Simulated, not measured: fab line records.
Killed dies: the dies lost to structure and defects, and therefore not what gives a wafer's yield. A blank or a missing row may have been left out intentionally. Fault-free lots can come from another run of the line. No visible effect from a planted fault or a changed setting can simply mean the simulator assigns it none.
Chamber matching	flow n5 finfet	rie diel-06 running N5_GATE_CUT_ETCH_36: 4 sister chambers
The step etches SiARC in CF4, target depth 13 nm, time 21.7 s. 14 wafers are shown with their chamber, then 7 later ones without.

## WAFERS WITH THEIR CHAMBER
wafer	chamber	oes product au (a.u.)	showerhead plenum p Torr (Torr)	throttle valve pct (%)
L077.1	2	0.65	2.08	15.90
L077.2	1	0.77	2.19	15.60
L077.6	1	0.77	2.19	15.58
L082.2	0	0.66	2.07	15.77
L082.3	1	0.77	2.18	15.61
L082.6	2	0.65	2.07	15.94
L086.1	2	0.63	2.07	15.96
L086.3	0	0.66	2.06	15.78
L086.4	3	0.77	2.19	15.38
L090.1	0	0.66	2.06	15.80
L090.2	3	0.76	2.19	15.37
L090.5	2	0.64	2.07	15.96
L092.1	2	0.63	2.07	15.98
L092.3	3	0.76	2.18	15.40

SIGNATURES, as means of the wafers listed above
reading	chamber 0	chamber 1	chamber 2	chamber 3	scatter within a chamber
oes product au	0.6600	0.7700	0.6400	0.7633	0.00683
showerhead plenum p Torr	2.0633	2.1867	2.0720	2.1867	0.00529
throttle valve pct	15.7833	15.5967	15.9480	15.3833	0.0225
Rule: for each reading, subtract the chamber's mean from the wafer's reading, divide by that reading's scatter and square the result; add these up over the readings and take the root, which gives the wafer's distance from the chamber. The wafer belongs to the nearest chamber; if the next one is less than 2 further off, it can't be placed. How the scatter is found: for the shown wafers, subtract from each reading the mean of its chamber, square and add these, divide the total by (wafers less chambers), then take the root.

## WAFERS MISSING THEIR CHAMBER
wafer	oes product au (a.u.)	showerhead plenum p Torr (Torr)	throttle valve pct (%)
L092.6	0.65	2.06	15.80
L093.1	0.63	2.07	15.97
L093.4	0.75	2.18	15.40
L093.6	0.73	2.18	15.64
L096.1	0.75	2.18	15.41
L096.3	0.73	2.18	15.67
L096.5	0.74	2.18	15.41

## CHAMBER TAKEN BY EACH
wafer	from the rows above	in truth
L092.6	0	0
L093.1	2	2
L093.4	3	3
L093.6	1	1
L096.1	3	3
L096.3	1	1
L096.5	3	3
Correct placement for 7 of the 7. Not placeable from these rows: 0. Wrongly placed: 0.
